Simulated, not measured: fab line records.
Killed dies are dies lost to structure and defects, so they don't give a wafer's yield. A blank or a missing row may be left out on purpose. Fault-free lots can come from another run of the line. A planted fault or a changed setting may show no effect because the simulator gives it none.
Chamber matching -- flow nand harc -- NHARC_A_STAIRCASE_DESCUM_11 on rie diel-03 has 4 sister chambers
The step chemistry O2, time 3 s. 16 wafers are shown with their chamber, then 8 later ones without.

## WAFERS PAIRED WITH THEIR CHAMBERS
wafer,chamber,drypump motor current A (A),showerhead plenum p Torr (Torr),throttle valve pct (%)
L076.1,2,5.6,2.02,11.314
L076.2,0,5.6,2.00,11.307
L076.3,3,6.7,1.90,11.324
L079.2,1,4.9,1.97,11.305
L079.5,3,6.7,1.89,11.313
L079.6,2,5.7,2.02,11.310
L081.3,0,5.6,2.00,11.319
L081.5,3,6.7,1.89,11.316
L081.6,2,5.6,2.02,11.305
L085.2,0,5.6,2.00,11.310
L085.3,3,6.7,1.89,11.322
L085.5,3,6.7,1.89,11.320
L088.3,0,5.6,1.99,11.311
L088.5,3,6.7,1.89,11.330
L088.6,0,5.6,1.99,11.314
L093.1,2,5.7,2.02,11.311

SIGNATURES (means of the wafers above)
reading,chamber 0,chamber 1,chamber 2,chamber 3,scatter within a chamber
drypump motor current A,5.600,4.900,5.650,6.700,0.0289
showerhead plenum p Torr,1.9960,1.9700,2.0200,1.8917,0.00412
throttle valve pct,11.31220,11.30500,11.31000,11.32083,0.00505
Rule: a wafer's distance from a chamber is the root of the sum, over the readings, of the square of ((its reading less the chamber's mean) divided by the reading's scatter). The wafer belongs to the nearest chamber; if the next one is less than 2 further off, it can't be placed. The scatter: take each reading less its chamber's mean, square it, sum over the shown wafers, divide by the number of wafers less the number of chambers, and take the root.

## WAFERS WHOSE CHAMBER IS MISSING
wafer,drypump motor current A (A),showerhead plenum p Torr (Torr),throttle valve pct (%)
L093.3,6.7,1.88,11.321
L093.6,6.8,1.88,11.297
L094.2,5.6,1.99,11.316
L094.3,6.8,1.88,11.311
L094.4,6.8,1.88,11.304
L096.1,5.6,1.99,11.302
L096.5,5.6,1.99,11.312
L096.6,4.9,1.96,11.321

## EACH ONE'S CHAMBER
wafer,from the rows above,in truth
L093.3,3,3
L093.6,3,3
L094.2,0,0
L094.3,3,3
L094.4,3,3
L096.1,0,0
L096.5,0,0
L096.6,1,1
Placed correctly: 8 of 8. Not placeable from these rows: 0. Placed wrongly: 0.
